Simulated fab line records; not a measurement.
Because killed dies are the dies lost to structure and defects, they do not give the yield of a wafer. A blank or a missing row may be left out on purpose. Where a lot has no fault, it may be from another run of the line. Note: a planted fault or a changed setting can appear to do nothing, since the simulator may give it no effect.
Split-lot trial	flow n5Finfet	7 lots, 21 wafers read, on a route of 1938 steps

ABOUT THE SPLIT
At N5_HKMG_FIN_ETCH_55 (etches SOC in N2/H2, target depth 240 nm, time 300 s), the setting biasW was moved away from the recipe's 150 W on 5 of the 21 wafers read, by +5.5% to +16.9%. All remaining wafers had this setting at the recipe value.

The reading comes from the split's own step.

THE READING
rfVppV, in V, at N5_HKMG_FIN_ETCH_55 (etches SOC in N2/H2, target depth 240 nm, time 300 s). On this fab line, fault-free wafers typically give 524.7 V with a standard deviation of 1.9 V.

wafer	tool, chamber at the split	biasW as run, W	against the recipe	rfVppV, V	against lot-mates on the recipe
L086.1	rieDiel-03, 0	150	recipe	526.3	-
L086.2	rieDiel-03, 2	150	recipe	526.2	-
L086.3	rieDiel-03, 1	174.2	+16.1%	574.0	+47.8
L088.1	rieDiel-03, 2	175.4	+16.9%	580.8	+56.1
L088.2	rieDiel-03, 0	150	recipe	524.7	-
L088.3	rieDiel-03, 1	175.4	+16.9%	577.3	+52.6
L089.2	rieDiel-06, 0	158.3	+5.5%	545.8	+20.3
L089.4	rieDiel-06, 1	150	recipe	527.4	-
L089.5	rieDiel-06, 3	150	recipe	523.5	-
L090.1	rieDiel-03, 2	150	recipe	525.2	-
L090.3	rieDiel-03, 0	170.4	+13.6%	568.6	+43.8
L090.5	rieDiel-03, 2	150	recipe	524.4	-
L092.1	rieDiel-06, 1	150	recipe	528.0	-
L092.2	rieDiel-06, 0	150	recipe	526.6	-
L092.5	rieDiel-06, 0	150	recipe	526.2	-
L093.2	rieDiel-01, 1	150	recipe	525.6	-
L093.4	rieDiel-01, 2	150	recipe	523.9	-
L093.5	rieDiel-01, 3	150	recipe	524.1	-
L097.1	rieDiel-01, 0	150	recipe	527.1	-
L097.3	rieDiel-01, 1	150	recipe	525.4	-
L097.4	rieDiel-01, 2	150	recipe	522.7	-

THE FIT
A straight line over all 21 wafers: rfVppV changes by +3.13 V for each +1% of biasW; r = +1.00; the points scatter about the line by 1.7 V.
The same after taking each lot's own level away (the mean of its wafers on the recipe; 21 wafers): +3.16 V for each +1%; r = +1.00; scatter 1.6 V.
Per that fit: largest biasW move, reading shift of 53 V.
The lots' own levels span 524.53 to 526.93 V, that is 1.3 times the standard deviation above.
Hence the lot-to-lot level has little effect on the slope; both slopes agree.
Check: for one of the wafers moved furthest among these (+16.9%), held out of the fit, the line's prediction against its lot-mates is +52.6 V. It came out at +56.1 V against them.
Tool readings at the split's step, against how far the setting was moved: rfVppV r = +1.00.

OTHER SPLITS APPLIED TO THESE WAFERS
Other splits were also applied to these wafers ahead of the reading. Each is held against what the fit with the lots' levels taken away leaves over:
other split on the same wafers	wafers away from the commonest value	r with rfVppV (lot level and that fit taken away)
N5_ZERO_LAYER_PEB_09 pebTimeS	as run: not given for these wafers	-
N5_WELL_APT_COAT_19 spinRpm	8	+0.15
N5_WELL_APT_PEB_23 pebTimeS	11	-0.23
N5_FIN_CUT_EXPOSE_05 doseMj	6	-0.09
N5_DUMMY_GATE_COAT_28 spinRpm	6	+0.24
N5_SD_EPI_P_EPI_21 epiGrowthTimeS	6	-0.27
N5_SDB_COAT_05 spinRpm	6	-0.05
N5_HKMG_FIN_ETCH_54 sourceW	4	+0.06

THE WHOLE CHAIN: every reading that the file lists as answering this split, in the file's order
step	what it does	reading	change (the file's fit)	r (the file's)
N5_HKMG_FIN_ETCH_55	etches SOC in N2/H2, target depth 240 nm, time 300 s	rfVppV	+3.15 V for each +1% of the setting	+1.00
N5_HKMG_FIN_ETCH_55	etches SOC in N2/H2, target depth 240 nm, time 300 s	SiARC_of_HKMG_FIN_COAT_42.thkNm (the simulator's own value, which no gauge read)	-0.176 nm for each +1% of the setting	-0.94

FILE'S OWN FIT
rfVppV changes by +3.15 V for each +1% of biasW, r = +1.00.
